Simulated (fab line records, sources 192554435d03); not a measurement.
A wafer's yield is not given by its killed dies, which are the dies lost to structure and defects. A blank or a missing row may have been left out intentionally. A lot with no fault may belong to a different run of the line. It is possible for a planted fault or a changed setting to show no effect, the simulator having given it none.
fab line records | flow n5_finfet
[record] lots = 13 wafers = 31 last_day = 18
route steps=1938 shown BEOL_M11@1557 PASSIVATION@1936
lots that met no fault: from a run of the same line without faults
start_h: hours from the record's first day to the start of the lot's first wafer shown | wait_h: hours elapsed since this lot's preceding step | " the same as in the row above | L1.1+2: a single row standing in for several wafers | - no value, or no start given | * or withheld: withheld | < > ~ a bound
route shown NAME@n: a module of which the file shows steps, and the number in the route of the first | usual: mean/standard deviation of fault-free wafers | same: alike in all rows | chamber/n: place in a boat | sites: readings site by site | _std_site: their standard deviation | _edge_site: inner sites' mean taken away from outer sites' mean | radius_mm: for every site, how far away it sits from the centre of the wafer | mask NAME#n: copy n | behind: tool/chamber where the wafer was last shaped | hold: why the lot was held/for how many hours/how that ended | device: names the non-switching transistor (n, p or np) | end of line: tests run on the same wafers once the route is complete | step lacking rows: just its recipe | killed: dies lost to structure and defects at the first sort, not the wafer's yield | map: the dies of a wafer, with x for killed, . for not killed, _ for no die there
set.NAME: the setting the step ran with; set.NAME@STEP: the setting that earlier step ran with | model.NAME: the simulator's own value behind a step, which no gauge read
a sample of lots followed through the steps of the route, with each step as a table and each wafer as a row
services: a tool's chamber out of use, with start hour (start_h, from the record's first day; less than 0 if before it), hours out, and reason
[[steps]]
[step N5_BEOL_M11_HM_OPEN_17]
[recipe] chemistry = Cl2/BCl3 target_depth_a = 200 overetch_a = 60 target = TiN mask_material = SOC ion_energy_ev = 150 pressure_mtorr = 10 icp_w = 1000 bias_w = 126 Cl2_flow_sccm = 53.25 bcl3_flow_sccm = 21.75 Ar_flow_sccm = 25
[usual] drypump_motor_current_A = 5.6/0.38 oes_product_au = 0.71/0.074 throttle_valve_pct = 22.1/0.38
// columns lot.wafer tool chamber start_h wait_h drypump_motor_current_A oes_product_au rf_hours_counter_h throttle_valve_pct
L875.3 rie_metal-01 0 294.40 0.1 5.6 0.67 - 22.1
L875.6 " 0 " " 5.6 0.68 - 22.1
L874.1 rie_metal-02 0 295.23 0.0 5.8 0.80 4 22.3
L874.5 " 1 " " 4.8 0.56 - 22.5
L873.1 rie_metal-01 0 301.62 0.0 5.6 0.68 26 22.1
L873.5 " 0 " " 5.5 0.68 - 22.1
L873.6 " 1 " " 6.1 0.75 - 22.2
L880.1 rie_metal-02 0 304.19 0.0 5.8 0.81 4 22.3
L880.2 " 1 " " 4.8 0.56 87 22.5
L880.5 " 0 " " 5.8 0.81 - 22.3
L877.1 rie_metal-03 1 308.63 0.0 5.7 0.74 8 22.3
L877.3 " 1 " " 5.7 0.74 - 22.3
L877.4 " 0 " " 5.7 0.75 - 21.4
L876.1 rie_metal-01 1 318.76 0.0 6.0 0.74 19 22.2
L876.2 " 0 " " 5.6 0.67 28 22.1
L879.2 rie_metal-02 1 322.08 0.0 4.8 0.56 89 22.5
L879.5 " 0 " " 5.8 0.80 - 22.3
L881.2 rie_metal-03 1 330.84 0.0 5.7 0.72 10 22.3
L881.6 " 0 " " 5.7 0.75 - 21.5
L883.2 rie_metal-03 1 337.20 0.0 5.7 0.74 11 22.3
L883.4 " 1 " " 5.7 0.74 - 22.3
L885.1 rie_metal-02 0 344.20 0.0 5.8 0.78 7 22.3
L885.4 " 1 " " 4.8 0.55 - 22.5
L884.1 rie_metal-03 1 351.70 0.0 5.7 0.72 12 22.3
L884.5 " 0 " " 5.8 0.74 - 21.4
L888.1 rie_metal-02 1 358.08 0.0 4.8 0.55 93 22.5
L888.3 " 1 " " 4.8 0.55 - 22.5
L888.6 " 0 " " 5.8 0.76 - 22.4
L887.1 rie_metal-03 1 379.35 0.0 5.7 0.71 15 22.3
L887.2 " 0 " " 5.7 0.73 17 21.4
L887.4 " 0 " " 5.7 0.73 - 21.4
[step N5_BEOL_M11_VIA_ETCH_34]
[recipe] chemistry = C4F6/O2 target = SiCOH_lowk target_depth_a = 1845 mask_material = SOC taper_deg = 4 time_s = 69.2 ion_energy_ev = 250 pressure_mtorr = 30 source_w = 345 bias_w = 185 Ar_flow_sccm = 300 C4F6_flow_sccm = 10 O2_flow_sccm = 10
[usual] drypump_motor_current_A = 5.73/0.29 oes_o_777_au = 0.77/0.078 oes_product_au = 0.77/0.081 rf_vpp_V = 659/13 showerhead_plenum_p_Torr = 2.82/0.11 throttle_valve_pct = 20.92/0.23
// columns lot.wafer tool chamber start_h wait_h drypump_motor_current_A oes_o_777_au oes_product_au rf_hours_counter_h rf_vpp_V showerhead_plenum_p_Torr throttle_valve_pct
L875.3 rie_diel-05 1 297.78 0.0 5.19 0.71 0.69 206 669 2.70 21.18
L875.6 " 3 " " 5.76 0.82 0.80 - 666 2.75 20.57
L874.1 rie_diel-06 0 298.25 0.0 5.90 0.71 0.72 176 676 2.97 21.13
L874.5 " 2 " " 6.02 0.75 0.73 - 640 2.71 20.91
L873.1 rie_diel-06 0 303.02 0.0 5.88 0.71 0.72 178 676 2.97 21.14
L873.5 " 3 " " 5.40 0.73 0.80 - 672 3.00 21.04
L873.6 " 2 " " 6.03 0.75 0.72 - 641 2.71 20.91
L880.1 rie_diel-05 0 306.39 0.0 5.77 0.74 0.70 219 652 2.80 20.96
L880.2 " 1 " " 5.15 0.72 0.70 208 668 2.70 21.19
L880.5 " 0 " " 5.77 0.73 0.70 - 652 2.80 20.96
L877.1 rie_diel-05 0 311.47 0.0 5.79 0.73 0.69 221 650 2.80 20.96
L877.3 " 2 " " 5.68 0.95 0.94 10 647 2.79 20.89
L877.4 " 3 " " 5.75 0.80 0.79 123 666 2.75 20.56
L876.1 rie_diel-06 0 321.16 0.0 5.89 0.70 0.72 183 676 2.97 21.15
L876.2 " 3 " " 5.40 0.73 0.80 86 671 3.00 21.04
L879.2 rie_diel-05 2 323.47 0.0 5.61 0.94 0.92 13 649 2.79 20.88
L879.5 " 0 " " 5.77 0.72 0.70 - 651 2.80 20.96
L881.2 rie_diel-05 0 335.51 0.0 5.79 0.72 0.70 229 650 2.79 20.98
L881.6 " 2 " " 5.66 0.93 0.93 - 648 2.79 20.89
L883.2 rie_diel-01 0 339.22 0.0 5.68 0.81 0.77 119 657 2.76 20.58
L883.4 " 1 " " 6.14 0.75 0.78 - 679 2.88 21.07
L885.1 rie_diel-01 3 345.09 0.0 5.83 0.88 0.86 53 639 2.90 20.65
L885.4 " 1 " " 6.12 0.75 0.78 - 680 2.88 21.07
L884.1 rie_diel-05 0 352.75 0.0 5.77 0.72 0.69 235 651 2.79 20.97
L884.5 " 3 " " 5.75 0.80 0.79 - 665 2.74 20.59
L888.1 rie_diel-06 3 360.47 0.0 5.43 0.71 0.78 100 671 2.99 21.08
L888.3 " 1 " " 6.29 0.99 1.03 0 649 3.03 20.33
L888.6 " 3 " " 5.42 0.72 0.79 - 669 2.99 21.09
L887.1 rie_diel-05 2 380.61 0.0 5.62 0.90 0.89 28 647 2.78 20.91
L887.2 " 0 " " 5.80 0.71 0.68 243 651 2.79 20.99
L887.4 " 1 " " 5.23 0.70 0.67 231 669 2.69 21.20
[step N5_BEOL_M11_DEGAS_44]
[recipe] ambient = vacuum temp_c = 250 time_s = 60
[usual] heater_power_w = 345/35 susceptor_temp_C = 250.01/0.19
// columns lot.wafer tool chamber start_h wait_h heater_power_w susceptor_temp_C
L875.3 pvd_sputter-02 - 298.58 0.2 312 250.03
L875.6 " - " " 303 249.82
L874.1 pvd_sputter-01 - 299.58 0.8 340 250.07
L874.5 " - " " 336 250.00
L873.1 pvd_sputter-01 - 303.92 0.3 342 250.03
L873.5 " - " " 358 250.12
L873.6 " - " " 343 250.09
L880.1 pvd_sputter-01 - 307.30 0.3 345 250.11
L880.2 " - " " 334 250.29
L880.5 " - " " 360 250.16
L877.1 pvd_sputter-02 - 312.48 0.5 318 249.96
L877.3 " - " " 298 249.74
L877.4 " - " " 317 250.00
L876.1 pvd_sputter-01 - 322.35 0.7 360 250.24
L876.2 " - " " 417 249.83
L879.2 pvd_sputter-03 - 325.56 1.5 345 249.98
L879.5 " - " " 312 250.51
L881.2 pvd_sputter-03 - 336.62 0.4 352 249.98
L881.6 " - " " 348 250.03
L883.2 pvd_sputter-01 - 340.23 0.3 410 250.23
L883.4 " - " " 341 249.89
L885.1 pvd_sputter-02 - 347.07 1.5 382 250.25
L885.4 " - " " 311 250.09
L884.1 pvd_sputter-02 - 353.58 0.3 371 249.71
L884.5 " - " " 302 249.89
L888.1 pvd_sputter-02 - 361.76 0.8 398 259.94
L888.3 " - " " 351 260.10
L888.6 " - " " 341 260.79
L887.1 pvd_sputter-02 - 381.60 0.3 331 259.95
L887.2 " - " " 407 260.28
L887.4 " - " " 346 260.52
[step N5_BEOL_M11_SPUTTER_48]
[recipe] material = Cu target_thk_a = 120 temp_c = -20 bias_v = 60 power_w = 26000 chamber_pressure_pa = 0.13 time_s = 2
[usual] cathode_dc_power_W = 26000/4.6 susceptor_temp_C = -19.99/0.11 throttle_valve_pct = 29.9/1.3
// columns lot.wafer tool chamber start_h wait_h cathode_dc_power_W susceptor_temp_C throttle_valve_pct
L875.3 pvd_sputter-03 - 299.28 0.1 25998 -19.84 28.9
L875.6 " - " " 26003 -19.92 28.9
L874.1 pvd_sputter-01 - 300.24 0.1 26004 -19.88 31.0
L874.5 " - " " 25999 -20.06 30.8
L873.1 pvd_sputter-02 - 304.88 0.2 26011 -19.88 28.9
L873.5 " - " " 26007 -19.91 31.3
L873.6 " - " " 26002 -19.89 30.5
L880.1 pvd_sputter-03 - 308.14 0.1 25999 -20.15 29.7
L880.2 " - " " 25997 -19.95 28.9
L880.5 " - " " 25996 -19.98 28.0
L877.1 pvd_sputter-01 - 313.25 0.1 26002 -20.13 28.5
L877.3 " - " " 26001 -20.06 31.2
L877.4 " - " " 26003 -20.01 32.7
L876.1 pvd_sputter-03 - 323.12 0.3 25990 -19.93 29.6
L876.2 " - " " 25998 -19.99 28.9
L879.2 pvd_sputter-01 - 326.13 0.1 25996 -19.88 32.7
L879.5 " - " " 26005 -19.99 28.6
L881.2 pvd_sputter-03 - 337.66 0.2 25997 -19.98 29.5
L881.6 " - " " 25998 -20.15 28.6
L883.2 pvd_sputter-02 - 341.04 0.1 26004 -19.78 31.6
L883.4 " - " " 25998 -20.03 31.2
L885.1 pvd_sputter-01 - 347.79 0.1 25996 -20.15 30.7
L885.4 " - " " 25995 -19.77 32.7
L884.1 pvd_sputter-01 - 354.53 0.2 26001 -20.02 31.0
L884.5 " - " " 25999 -19.95 32.7
L888.1 pvd_sputter-02 - 362.64 0.3 26007 -19.87 28.9
L888.3 " - " " 25998 -20.03 31.1
L888.6 " - " " 26009 -20.20 30.1
L887.1 pvd_sputter-02 - 382.68 0.3 26010 -20.07 31.1
L887.2 " - " " 25998 -20.02 28.8
L887.4 " - " " 25997 -19.98 30.4
[step N5_PASSIVATION_PROBE_49]
[usual] defect_limited_yield = 91.2/1.4 killed_at_M0_to_M3 = 34/9.3 killed_at_M4_up = 14/5.9 killed_at_contacts = 14/5.7 killed_at_front_end = 38/10 killed_at_other = 4/3.2 killed_dies = 104/17 killed_open = 67/13 killed_short = 33/6.9 sort_bin_5_function = 5.2/1 sort_bin_6_memory = 3.3/0.61 sort_bin_8_speed = 0.3/1.8 sort_n_pass = 1069/52
[same] gross_dies = 1180 killed_at_back_side = 0 sort_bin_4_leakage[%] = 0
// columns lot.wafer tool chamber start_h wait_h defect_limited_yield[%] killed_at_M0_to_M3 killed_at_M4_up killed_at_contacts killed_at_front_end killed_at_other killed_dies killed_open killed_short sort_bin_5_function[%] sort_bin_6_memory[%] sort_bin_8_speed[%] sort_n_pass
L888.1 prober-01 - 408.68 0.0 85.6 41 15 16 68 30 170 85 63 9.3 4.4 0 1010
// killed by level:class
L888.1 BEOL_M0_SAQP:geometric_particle:short=22 PASSIVATION:area_etch=20 FIN_SAQP:geometric_particle:open=13 MOL_CONTACT_COAG:geometric_particle:open=13 STI_FIN_REVEAL:geometric_particle:open=12 BEOL_M0_SAQP:geometric_particle:open=11 GATE_CUT:geometric_particle:short=8 FIN_SAQP:geometric_particle:short=7
[[services]]
// columns tool chamber start_h hours kind
rie_diel-05 2 283.64 2.9 repair
rie_diel-05 2 290.80 7.5 repair
rie_metal-02 0 304.83 6.8 repair
rie_diel-01 2 321.42 - clean
rie_diel-01 2 321.42 - consumable_replace:focus_ring
rie_diel-01 2 321.42 26.0 scheduled_down
rie_diel-01 2 321.42 26.0 vent_cycle
rie_diel-06 1 338.94 - clean
rie_diel-06 1 338.94 - consumable_replace:focus_ring
rie_diel-06 1 338.94 - consumable_replace:showerhead
rie_diel-06 1 338.94 19.4 scheduled_down
rie_diel-06 1 338.94 19.4 vent_cycle
rie_diel-05 2 344.91 8.1 repair
rie_diel-01 1 352.91 9.1 repair
rie_diel-01 0 360.33 9.2 repair
[[key]]
[first_sign] step = N5_BEOL_M11_DEGAS_44 reading = susceptor_temp_C direction = up sigmas = 54 usual = * struck = *
effect none on later readings
met_at N5_BEOL_M11_DEGAS_44
struck_lots L887,L888
[baseline_loss] step = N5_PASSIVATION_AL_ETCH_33 wafers = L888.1
[baseline_loss] step = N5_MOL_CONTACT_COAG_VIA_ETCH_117 wafers = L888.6
not_acting_at N5_BEOL_M11_HM_OPEN_17,N5_BEOL_M11_VIA_ETCH_34,N5_BEOL_M11_SPUTTER_48
onset_between 353.58 361.76
[fault] kind = process_parameter_drift tool = pvd_sputter-02 chamber = - onset_h = 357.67 steps = N5_BEOL_M11_DEGAS_44 channel = temp_c offset = * shape = step end_h = 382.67 acts_in = * stated = *
// baseline_loss: these wafers lose ten dies or more at that step, a loss of the line's own and not of a fault; the sort's usual values leave them out
